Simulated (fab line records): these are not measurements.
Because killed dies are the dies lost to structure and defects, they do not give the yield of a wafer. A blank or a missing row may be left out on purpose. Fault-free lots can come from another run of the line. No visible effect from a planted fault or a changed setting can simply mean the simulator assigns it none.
Code-filled problem report in 8D (eight disciplines) form :: flow n5_finfet :: the parts of the form that need people (team, actions taken, sign-off) are left out

1. WHAT WENT WRONG
Mean of raw_defect_count at N5_BEOL_M13_INSPECT_55: 494 across 6 wafers in 2 lots; on wafers with no fault it is 76 (standard deviation 26). That puts it +16 standard deviations away from the usual mean.
The step: inspects for defects (darkfield).
First observed at day 12 21:04: wafer L722.2, on defect_inspect-01. The record has a number at this step for 33 wafers belonging to 11 lots. Rule for "out" (also "out of limits"): further than 4 standard deviations from the usual mean. The rest of the wafers with a number are treated as sound.

2. WHAT IT IS, AND WHAT IT ISN'T
question: which readings at this step
is: raw_defect_count
is not: -

question: which lots
is: L722, L728
is not: L717, L718, L719, L725, L731, L733, L734, L737, L738

question: which wafers of those lots
is: all that have a number
is not: -

question: read on which gauges
is: defect_inspect-01
is not: defect_inspect-02

question: when
is: from day 12 21:04
is not: up to then (9 sound wafers); but 18 sound wafers of L725, L731, L733, L734, L737, L738 came after

3. SUSPECTS, AND WHAT RULES EACH OUT
Counting: a tool at any process step up to the reading remains a suspect when it ran all the lots that are out and ran no sound lot after the first of those.
- the gauge at N5_BEOL_M13_INSPECT_55 is ruled out. All the wafers that are out were read on defect_inspect-01, but those of them that N5_PASSIVATION_PROBE_49 has rows for are out there too, on other tools.
- pecvd-03 at N5_BEOL_M13_PRE_CLEAN_52 (time 15 s): kept. Every lot that is out went through it, starting with L722 (day 12 20:57), and after that it ran no sound lot; the last sound lot it ran before then is L718 (day 12 00:59).
After counting, what remains is pecvd-03 at N5_BEOL_M13_PRE_CLEAN_52.

4. THE CAUSE (what the simulator had put in)
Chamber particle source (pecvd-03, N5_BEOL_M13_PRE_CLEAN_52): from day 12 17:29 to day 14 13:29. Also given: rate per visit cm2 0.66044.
The count eliminated every tool but this one.

5. THE CHAIN OF EFFECTS, in route order
Each row: a reading whose mean over the struck wafers that have a number lies more than 3 standard deviations from the usual. Scope: only readings with a usual standard deviation given in the record; hours: median across lots of the time from each lot's start at the first step in this table that gives one to its start at this step; sigmas: change in usual standard deviations.
hours: 0
step: N5_BEOL_M13_INSPECT_55
reading: raw_defect_count
usual: 76
on struck wafers: 494
change: +418
sigmas: +16

hours: 25
step: N5_PASSIVATION_PROBE_49
reading: defect_limited_yield
usual: 91.2 %
on struck wafers: 85.3
change: -5.9
sigmas: -4.2

hours: 25
step: N5_PASSIVATION_PROBE_49
reading: killed_at_M4_up
usual: 12
on struck wafers: 85
change: +73
sigmas: +17

hours: 25
step: N5_PASSIVATION_PROBE_49
reading: killed_dies
usual: 103
on struck wafers: 173
change: +70
sigmas: +4.1

hours: 25
step: N5_PASSIVATION_PROBE_49
reading: killed_on_rim
usual: 14
on struck wafers: 29
change: +15
sigmas: +3.3

hours: 25
step: N5_PASSIVATION_PROBE_49
reading: sort_bin_5_function
usual: 5.1 %
on struck wafers: 9.2
change: +4.2
sigmas: +4.4

hours: 25
step: N5_PASSIVATION_PROBE_49
reading: sort_n_pass
usual: 1077
on struck wafers: 1007
change: -70
sigmas: -4.1

hours: 25
step: N5_PASSIVATION_PROBE_49
reading: sort_yield_pct
usual: 91.2 %
on struck wafers: 85.3
change: -5.9
sigmas: -4.2
Here are the process steps it includes:
- N5_PASSIVATION_PROBE_49
At these later measuring or inspecting steps, every struck wafer for which the step has a row has a number for every such reading, and none has moved that far: N5_BEOL_M14_OVL_MEAS_11.

6. WHAT WOULD HAVE CAUGHT IT SOONER
The first out-of-limits reading at a measuring or inspecting step in this record came at day 12 21:04, 4 hours after the fault's start at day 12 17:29.
Of the lots that are out (2), L728 began N5_BEOL_M13_PRE_CLEAN_52 on pecvd-03 after day 12 21:04. Had the tool been put on hold then, it would have been spared.
